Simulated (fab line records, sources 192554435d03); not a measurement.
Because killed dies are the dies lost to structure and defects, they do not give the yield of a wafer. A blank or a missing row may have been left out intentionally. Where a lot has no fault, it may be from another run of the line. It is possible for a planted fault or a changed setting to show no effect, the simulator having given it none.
Matching of chambers	flow n5 finfet	rie diel-05 running N5_FIN_SAQP_ETCH_69: 4 sister chambers
The step etches SOC in N2/H2, stops on SiNx, target depth 150 nm. 14 wafers are shown with their chamber, then 7 later ones without.

== EACH WAFER AND ITS CHAMBER ==
wafer	chamber	showerhead plenum p Torr (Torr)	rf vpp V (V)	oes product au (a.u.)
L074.1	0	2.50	239.6	0.67
L074.4	2	2.49	241.2	0.99
L074.5	0	2.50	240.5	0.67
L075.2	3	2.40	238.0	0.71
L075.4	1	2.61	241.6	0.69
L075.6	1	2.61	240.9	0.69
L083.1	0	2.49	239.6	0.95
L083.2	1	2.60	241.8	0.68
L083.3	2	2.48	239.7	0.91
L087.1	0	2.49	241.4	0.90
L087.3	2	2.48	239.3	0.89
L087.6	1	2.60	240.7	0.67
L089.1	2	2.48	240.2	0.89
L089.5	2	2.48	239.8	0.89

SIGNATURES (means of the wafers above)
reading	chamber 0	chamber 1	chamber 2	chamber 3	scatter within a chamber
showerhead plenum p Torr	2.4950	2.6050	2.4820	2.4000	0.00529
rf vpp V	240.275	241.250	240.040	238.000	0.719
oes product au	0.7975	0.6825	0.9140	0.7100	0.0861
Rule: distance of a wafer from a chamber = root of the sum over the readings of ((wafer's reading minus chamber's mean) / reading's scatter) squared. The wafer belongs to the nearest chamber; if the next one is less than 2 further off, it can't be placed. The scatter: take each reading less its chamber's mean, square it, sum over the shown wafers, divide by the number of wafers less the number of chambers, and take the root.

== WAFERS WITH NO CHAMBER GIVEN ==
wafer	showerhead plenum p Torr (Torr)	rf vpp V (V)	oes product au (a.u.)
L089.6	2.49	240.6	0.89
L093.1	2.59	242.9	0.94
L093.3	2.48	240.2	0.89
L093.4	2.71	242.0	0.91
L094.1	2.47	239.5	0.87
L094.5	2.71	244.0	0.90
L094.6	2.48	241.0	0.87

== WHICH CHAMBER EACH WENT THROUGH ==
wafer	from the rows above	in truth
L089.6	can't be placed: 0 or 2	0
L093.1	1	1
L093.3	2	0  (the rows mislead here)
L093.4	1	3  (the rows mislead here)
L094.1	2	2
L094.5	1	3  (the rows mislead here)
L094.6	can't be placed: 2 or 0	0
Placed correctly: 2 of 7. These rows do not allow placing 2 (true chamber among the candidates in 2). Number placed wrongly: 3.
